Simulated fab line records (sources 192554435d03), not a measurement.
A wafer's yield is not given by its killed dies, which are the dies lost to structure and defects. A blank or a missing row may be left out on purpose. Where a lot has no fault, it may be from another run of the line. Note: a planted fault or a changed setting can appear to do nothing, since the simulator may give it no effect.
The tool behind it: which one?	flow n5-finfet	24 lots, 72 wafers sampled, at 6 steps of a route of 1938

## WHAT THE GAUGES READ, wafer by wafer
N5_GATE_CUT_CD_MEAS_13: the cd target is 20 nm.
lot	measured	on	cd-nm (nm)
L074	day 4 13:51	cd-sem-01	19.50 19.89 19.85
L075	day 4 17:17	cd-sem-02	19.82 20.18 19.70
L076	day 5 00:44	cd-sem-01	20.15 20.08 19.50
L077	day 5 06:23	cd-sem-03	19.57 19.94 20.07
L078	day 5 10:44	cd-sem-01	20.56 19.95 20.40
L079	day 5 18:38	cd-sem-02	19.94 20.09 20.02
L080	day 6 02:59	cd-sem-02	20.45 20.11 20.38
L081	day 6 06:42	cd-sem-02	20.50 20.24 20.17
L082	day 6 11:22	cd-sem-02	20.12 20.19 20.72
L083	day 6 18:59	cd-sem-02	20.08 20.12 20.40
L084	day 7 01:59	cd-sem-01	20.08 19.79 20.29
L085	day 7 07:55	cd-sem-01	19.96 19.63 19.98
L086	day 7 13:28	cd-sem-03	20.00 20.30 20.20
L087	day 7 19:29	cd-sem-03	20.52 19.93 20.47
L088	day 8 01:09	cd-sem-01	20.19 19.76 20.34
L089	day 8 07:16	cd-sem-01	20.21 20.20 19.64
L090	day 8 11:43	cd-sem-03	20.01 20.25 20.08
L091	day 8 21:07	cd-sem-02	19.67 19.80 20.02
L092	day 9 00:37	cd-sem-01	19.91 19.81 19.67
L093	day 9 07:50	cd-sem-03	20.15 19.96 19.85
L094	day 9 11:02	cd-sem-02	20.24 19.94 20.22
L095	day 9 14:44	cd-sem-02	19.98 20.26 20.30
L096	day 10 02:28	cd-sem-02	19.94 19.68 20.17
L097	day 10 07:47	cd-sem-01	19.99 20.15 20.15

## EACH LOT AND THE TOOL THAT RAN IT (in order: tool; ch and the chambers of the sampled wafers; start)
lot	N5_HKMG_FIN_STRIP_92	N5_HKMG_FIN_ALD_91	N5_HKMG_FIN_ETCH_86	N5_HKMG_FIN_ALD_71	N5_GATE_CUT_VAPOR_ETCH_60
L074	rie-diel-05 ch 0,3, day 4 05:44	ald-metal-03 ch 2,3, day 4 06:16	rie-diel-05 ch 0,1, day 4 06:36	ald-metal-03 ch 0,1,3, day 4 07:26	rie-metal-01 ch 0,1, day 4 10:05
L075	rie-diel-01 ch 2,3, day 4 09:31	ald-metal-03 ch 0,3, day 4 10:03	rie-diel-02 ch 0,1,2, day 4 10:23	ald-metal-02 ch 0,2, day 4 11:07	rie-metal-03 ch 1, day 4 13:53
L076	rie-diel-01 ch 0,1,3, day 4 17:01	ald-metal-02 ch 1,3, day 4 17:32	rie-diel-02 ch 1,2, day 4 18:02	ald-metal-01 ch 2,3, day 4 18:47	rie-metal-03 ch 0,1, day 4 21:23
L077	rie-diel-05 ch 1,2, day 4 22:06	ald-metal-03 ch 0,1,3, day 4 22:38	rie-diel-05 ch 1,2, day 4 22:58	ald-metal-01 ch 0,2, day 4 23:42	rie-metal-03 ch 0,1, day 5 02:18
L078	rie-diel-02 ch 0,3, day 5 02:55	ald-metal-01 ch 1,2, day 5 03:29	rie-diel-05 ch 0,1,3, day 5 03:49	ald-metal-03 ch 2,3, day 5 04:33	rie-metal-01 ch 0,1, day 5 07:13
L079	rie-diel-05 ch 0,2,3, day 5 10:54	ald-metal-02 ch 0,1,2, day 5 11:25	rie-diel-01 ch 0,1,3, day 5 11:52	ald-metal-03 ch 0,2,3, day 5 12:36	rie-metal-02 ch 0,1, day 5 15:12
L080	rie-diel-01 ch 1,2,3, day 5 19:26	ald-metal-01 ch 0,1,2, day 5 19:57	rie-diel-01 ch 1,2,3, day 5 20:17	ald-metal-01 ch 0,1,3, day 5 21:02	rie-metal-03 ch 0,1, day 5 23:40
L081	rie-diel-01 ch 0,2,3, day 5 23:02	ald-metal-01 ch 0,2,3, day 5 23:34	rie-diel-02 ch 0,1, day 5 23:56	ald-metal-03 ch 1,2, day 6 00:40	rie-metal-01 ch 0,1, day 6 03:16
L082	rie-diel-02 ch 1,2,3, day 6 03:37	ald-metal-01 ch 0,1,3, day 6 04:08	rie-diel-05 ch 2,3, day 6 04:31	ald-metal-03 ch 0,2,3, day 6 05:15	rie-metal-03 ch 0,1, day 6 07:51
L083	rie-diel-01 ch 0,2,3, day 6 11:28	ald-metal-01 ch 0,1,2, day 6 12:00	rie-diel-05 ch 0,2,3, day 6 12:20	ald-metal-03 ch 1,2,3, day 6 13:05	rie-metal-01 ch 0,1, day 6 15:41
L084	rie-diel-01 ch 0,1,2, day 6 17:45	ald-metal-03 ch 1,2, day 6 18:17	rie-diel-01 ch 1,2, day 6 18:38	ald-metal-03 ch 0,2,3, day 6 19:22	rie-metal-01 ch 0,1, day 6 21:59
L085	rie-diel-05 ch 1,2,3, day 7 00:10	ald-metal-03 ch 2,3, day 7 00:42	rie-diel-05 ch 0,3, day 7 01:02	ald-metal-02 ch 0,1,3, day 7 01:46	rie-metal-01 ch 0,1, day 7 04:22
L086	rie-diel-05 ch 0,3, day 7 05:48	ald-metal-03 ch 1,2,3, day 7 06:19	rie-diel-05 ch 0,1,3, day 7 06:40	ald-metal-01 ch 1,2, day 7 07:24	rie-metal-01 ch 0,1, day 7 10:01
L087	rie-diel-01 ch 0,2,3, day 7 11:11	ald-metal-03 ch 0,1, day 7 11:43	rie-diel-02 ch 2,3, day 7 12:04	ald-metal-01 ch 0,3, day 7 12:47	rie-metal-02 ch 1, day 7 15:45
L088	rie-diel-01 ch 0,1,2, day 7 17:20	ald-metal-03 ch 1,2, day 7 17:52	rie-diel-02 ch 0,3, day 7 18:13	ald-metal-02 ch 1,3, day 7 18:57	rie-metal-02 ch 1, day 7 21:48
L089	rie-diel-05 ch 1,2,3, day 7 23:26	ald-metal-01 ch 0,1,3, day 7 23:58	rie-diel-05 ch 0,1,3, day 8 00:17	ald-metal-02 ch 0,1, day 8 01:02	rie-metal-03 ch 0, day 8 03:49
L090	rie-diel-05 ch 1,2, day 8 03:50	ald-metal-02 ch 0,1,2, day 8 04:25	rie-diel-05 ch 0,1,3, day 8 04:49	ald-metal-01 ch 1,2,3, day 8 05:37	rie-metal-03 ch 0,1, day 8 08:20
L091	rie-diel-02 ch 0,1,2, day 8 12:31	ald-metal-01 ch 0,1, day 8 13:05	rie-diel-02 ch 1,2,3, day 8 13:35	ald-metal-02 ch 1,2, day 8 14:24	rie-metal-01 ch 0,1, day 8 17:10
L092	rie-diel-02 ch 1,2, day 8 15:04	ald-metal-01 ch 1,2,3, day 8 15:35	rie-diel-01 ch 0,1,2, day 8 15:56	ald-metal-02 ch 0,2,3, day 8 16:40	rie-metal-01 ch 0,1, day 8 19:25
L093	rie-diel-02 ch 0,1, day 8 23:59	ald-metal-03 ch 1,2,3, day 9 00:34	rie-diel-02 ch 1,2, day 9 00:54	ald-metal-03 ch 0,1,3, day 9 01:38	rie-metal-03 ch 0,1, day 9 04:31
L094	rie-diel-05 ch 0,1,2, day 9 03:00	ald-metal-03 ch 0,1,2, day 9 03:32	rie-diel-01 ch 0,1,3, day 9 03:54	ald-metal-02 ch 0,1, day 9 04:42	rie-metal-02 ch 0, day 9 07:33
L095	rie-diel-02 ch 0,1, day 9 07:06	ald-metal-01 ch 0,2,3, day 9 07:38	rie-diel-01 ch 0,1, day 9 07:59	ald-metal-03 ch 1,3, day 9 08:43	rie-metal-01 ch 0,1, day 9 11:19
L096	rie-diel-01 ch 1,2,3, day 9 18:43	ald-metal-03 ch 1,2,3, day 9 19:15	rie-diel-02 ch 0,3, day 9 19:35	ald-metal-02 ch 0,3, day 9 20:19	rie-metal-03 ch 0, day 9 23:01
L097	rie-diel-05 ch 1,2,3, day 10 00:02	ald-metal-03 ch 0,1,3, day 10 00:40	rie-diel-05 ch 1,2,3, day 10 01:04	ald-metal-03 ch 0,1,3, day 10 01:53	rie-metal-02 ch 0,1, day 10 04:23
- N5_HKMG_FIN_STRIP_92: strips SOC in N2/H2, time 20 s.
- N5_HKMG_FIN_ALD_91: deposits TiN, target thk 1 nm, pulse time 1 s, purge time 3 s.
- N5_HKMG_FIN_ETCH_86: etches SOC in N2/H2, stops on TiN, target depth 393.2 nm.
- N5_HKMG_FIN_ALD_71: deposits TiN, target thk 1 nm, pulse time 1 s, purge time 3 s.
- N5_GATE_CUT_VAPOR_ETCH_60: etches HfO2 in BCl3/Cl2.

## WHAT THE TOOLS THEMSELVES READ (means of the sampled wafers that have a number; where no wafer has one, the mark that the record gives instead)
N5_HKMG_FIN_STRIP_92.
lot	tool	drypump-motor-current-A (A)	oes-product-au (a.u.)	rf-vpp-V (V)	showerhead-plenum-p-Torr (Torr)	throttle-valve-pct (%)
L074	rie-diel-05	5.8	0.72	54.9	3.36	19.2
L075	rie-diel-01	5.0	0.80	53.7	3.25	18.9
L076	rie-diel-01	6.0	0.84	54.1	3.40	18.9
L077	rie-diel-05	5.9	0.73	54.4	3.45	19.1
L078	rie-diel-02	6.1	0.90	53.6	3.53	18.6
L079	rie-diel-05	5.8	0.72	54.4	3.37	19.2
L080	rie-diel-01	5.4	0.82	54.6	3.36	19.0
L081	rie-diel-01	5.6	0.79	53.7	3.29	18.8
L082	rie-diel-02	6.1	0.93	55.1	3.52	19.0
L083	rie-diel-01	5.6	0.78	54.0	3.29	18.8
L084	rie-diel-01	6.0	0.77	53.2	3.37	19.1
L085	rie-diel-05	6.1	0.72	54.2	3.34	19.0
L086	rie-diel-05	5.8	0.70	54.7	3.35	19.3
L087	rie-diel-01	5.6	0.77	54.1	3.28	18.8
L088	rie-diel-01	6.0	0.76	54.2	3.37	19.1
L089	rie-diel-05	6.1	0.71	52.9	3.34	19.0
L090	rie-diel-05	6.2	0.71	53.9	3.39	18.8
L091	rie-diel-02	6.2	0.81	54.3	3.48	19.0
L092	rie-diel-02	6.0	0.84	54.1	3.46	19.4
L093	rie-diel-02	6.5	0.84	55.2	3.53	18.7
L094	rie-diel-05	5.9	0.70	54.3	3.41	19.1
L095	rie-diel-02	6.3	0.77	54.7	3.49	18.6
L096	rie-diel-01	5.4	0.78	54.1	3.34	19.1
L097	rie-diel-05	6.1	0.70	54.1	3.33	19.1

N5_HKMG_FIN_ALD_91.
lot	tool	heater-power-w (W)	precursor-pulse-height-rel
L074	ald-metal-03	949	0.989
L075	ald-metal-03	941	1.007
L076	ald-metal-02	929	0.999
L077	ald-metal-03	889	1.006
L078	ald-metal-01	942	1.010
L079	ald-metal-02	890	1.002
L080	ald-metal-01	876	0.998
L081	ald-metal-01	905	1.031
L082	ald-metal-01	850	0.987
L083	ald-metal-01	869	0.991
L084	ald-metal-03	899	1.012
L085	ald-metal-03	899	0.995
L086	ald-metal-03	872	0.993
L087	ald-metal-03	921	0.999
L088	ald-metal-03	904	1.000
L089	ald-metal-01	855	0.993
L090	ald-metal-02	874	1.000
L091	ald-metal-01	802	0.993
L092	ald-metal-01	900	0.989
L093	ald-metal-03	882	0.989
L094	ald-metal-03	904	0.978
L095	ald-metal-01	899	1.000
L096	ald-metal-03	875	1.003
L097	ald-metal-03	890	0.995

N5_HKMG_FIN_ETCH_86.
lot	tool	drypump-motor-current-A (A)	oes-product-au (a.u.)	rf-vpp-V (V)	showerhead-plenum-p-Torr (Torr)	throttle-valve-pct (%)
L074	rie-diel-05	5.9	0.71	241.9	2.59	17.81
L075	rie-diel-02	6.1	0.75	241.0	2.54	17.75
L076	rie-diel-02	6.2	0.73	239.7	2.47	17.88
L077	rie-diel-05	6.2	0.73	240.8	2.57	17.65
L078	rie-diel-05	6.1	0.71	240.7	2.52	17.75
L079	rie-diel-01	6.0	0.83	240.2	2.57	17.67
L080	rie-diel-01	5.4	0.81	240.3	2.54	17.72
L081	rie-diel-02	6.4	0.90	242.3	2.69	17.43
L082	rie-diel-05	6.0	0.72	239.2	2.48	17.87
L083	rie-diel-05	5.8	0.71	240.8	2.55	17.94
L084	rie-diel-01	5.7	0.79	242.2	2.60	17.87
L085	rie-diel-05	5.8	0.69	240.9	2.53	17.94
L086	rie-diel-05	6.1	0.70	240.3	2.51	17.77
L087	rie-diel-02	5.9	0.88	242.1	2.66	17.76
L088	rie-diel-02	6.2	0.77	242.2	2.64	17.56
L089	rie-diel-05	6.1	0.70	240.4	2.51	17.77
L090	rie-diel-05	6.1	0.69	239.9	2.51	17.78
L091	rie-diel-02	6.1	0.87	242.4	2.66	17.70
L092	rie-diel-01	6.0	0.74	239.9	2.54	17.86
L093	rie-diel-02	6.2	0.87	241.7	2.67	17.63
L094	rie-diel-01	6.0	0.79	240.3	2.56	17.73
L095	rie-diel-01	6.6	0.75	240.4	2.57	17.82
L096	rie-diel-02	6.1	0.82	242.4	2.66	17.64
L097	rie-diel-05	6.1	0.69	240.1	2.52	17.84

N5_HKMG_FIN_ALD_71.
lot	tool	heater-power-w (W)	precursor-pulse-height-rel
L074	ald-metal-03	887	1.009
L075	ald-metal-02	844	0.996
L076	ald-metal-01	970	0.997
L077	ald-metal-01	905	1.014
L078	ald-metal-03	889	1.011
L079	ald-metal-03	951	1.001
L080	ald-metal-01	845	1.012
L081	ald-metal-03	843	0.982
L082	ald-metal-03	948	0.994
L083	ald-metal-03	889	1.009
L084	ald-metal-03	959	0.986
L085	ald-metal-02	868	1.017
L086	ald-metal-01	935	1.011
L087	ald-metal-01	882	1.012
L088	ald-metal-02	942	0.999
L089	ald-metal-02	807	1.009
L090	ald-metal-01	921	0.983
L091	ald-metal-02	946	0.999
L092	ald-metal-02	920	0.999
L093	ald-metal-03	880	1.008
L094	ald-metal-02	858	0.985
L095	ald-metal-03	812	0.988
L096	ald-metal-02	913	0.993
L097	ald-metal-03	881	0.989

N5_GATE_CUT_VAPOR_ETCH_60.
lot	tool	drypump-motor-current-A (A)	oes-product-au (a.u.)
L074	rie-metal-01	5.9	0.77
L075	rie-metal-03	4.9	0.97
L076	rie-metal-03	5.6	0.81
L077	rie-metal-03	5.6	0.81
L078	rie-metal-01	5.9	0.76
L079	rie-metal-02	5.4	0.79
L080	rie-metal-03	5.3	0.88
L081	rie-metal-01	5.9	0.73
L082	rie-metal-03	5.6	0.80
L083	rie-metal-01	5.8	0.76
L084	rie-metal-01	5.9	0.73
L085	rie-metal-01	5.9	0.72
L086	rie-metal-01	5.9	0.72
L087	rie-metal-02	5.5	0.86
L088	rie-metal-02	5.5	0.86
L089	rie-metal-03	6.0	0.72
L090	rie-metal-03	5.6	0.78
L091	rie-metal-01	5.9	0.73
L092	rie-metal-01	5.8	0.71
L093	rie-metal-03	5.3	0.83
L094	rie-metal-02	5.2	0.96
L095	rie-metal-01	5.9	0.74
L096	rie-metal-03	6.0	0.72
L097	rie-metal-02	5.4	0.87

## THE ANSWER, worked out from the rows above alone
Rule: what is usual is taken from the lots themselves. The widest of any qualifying gaps counts: lots, ordered by their means at a reading, are off when they make up no more than a third of the lots, leave a main group of 4 or more, and stand apart from it by 3 or more times the standard deviation of that group's means. If all means in a main group match to the digits the tables above print for the reading, that group is not used. A lot without any number at a reading at which 4 lots or more have one is off too. Where the step has rows for the other lots, those lots are counted as sound. First the gauges in route order, then the tools' own readings, where a lot's mean is used as printed above. At the first step where some lot is off, the reading lying furthest off is the one used; lots without a number count as furthest.
Nothing can be told from this: no lot is off at any reading shown.

## WHAT HAD BEEN PUT IN BY THE SIMULATOR
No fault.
